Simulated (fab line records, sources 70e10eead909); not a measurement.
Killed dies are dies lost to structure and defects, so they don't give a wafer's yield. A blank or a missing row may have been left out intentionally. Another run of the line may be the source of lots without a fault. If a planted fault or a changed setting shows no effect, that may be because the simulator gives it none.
Matching of chambers / flow nandHarc / NHARC_A_BLC_STRIP_21 on rieDiel-10: 4 sister chambers
The step strips in O2. 4 wafers are shown with their chamber, then 7 later ones without.

WAFERS WITH THEIR CHAMBER
wafer=L403.3; chamber=1; showerheadPlenumPTorr (Torr)=3.49
wafer=L403.6; chamber=3; showerheadPlenumPTorr (Torr)=3.38
wafer=L405.2; chamber=2; showerheadPlenumPTorr (Torr)=3.53
wafer=L405.3; chamber=0; showerheadPlenumPTorr (Torr)=3.42

WAFERS WITH NO CHAMBER GIVEN
wafer=L405.5; showerheadPlenumPTorr (Torr)=3.53
wafer=L410.2; showerheadPlenumPTorr (Torr)=3.38
wafer=L410.3; showerheadPlenumPTorr (Torr)=3.41
wafer=L410.4; showerheadPlenumPTorr (Torr)=3.49
wafer=L412.1; showerheadPlenumPTorr (Torr)=3.38
wafer=L412.5; showerheadPlenumPTorr (Torr)=3.53
wafer=L412.6; showerheadPlenumPTorr (Torr)=3.38

WHICH CHAMBER EACH ONE RAN IN
wafer=L405.5; from the rows above=2; in truth=2
wafer=L410.2; from the rows above=3; in truth=3
wafer=L410.3; from the rows above=0; in truth=0
wafer=L410.4; from the rows above=1; in truth=1
wafer=L412.1; from the rows above=3; in truth=3
wafer=L412.5; from the rows above=2; in truth=2
wafer=L412.6; from the rows above=3; in truth=3
7 of 7 placed correctly. From these rows, 0 cannot be placed. Wrongly placed: 0.
How it was worked out, from the rows above alone: a wafer's distance from a chamber is the root of the sum, over the readings, of the square of ((its reading less the chamber's mean) divided by the reading's scatter). The wafer belongs to the nearest chamber; if the next one is less than 2 further off, it can't be placed. Each chamber's mean is taken over the wafers shown for it. The scatter: with one shown wafer a chamber, the root of the mean of the squares of how far each hidden wafer lies from its nearest shown one.
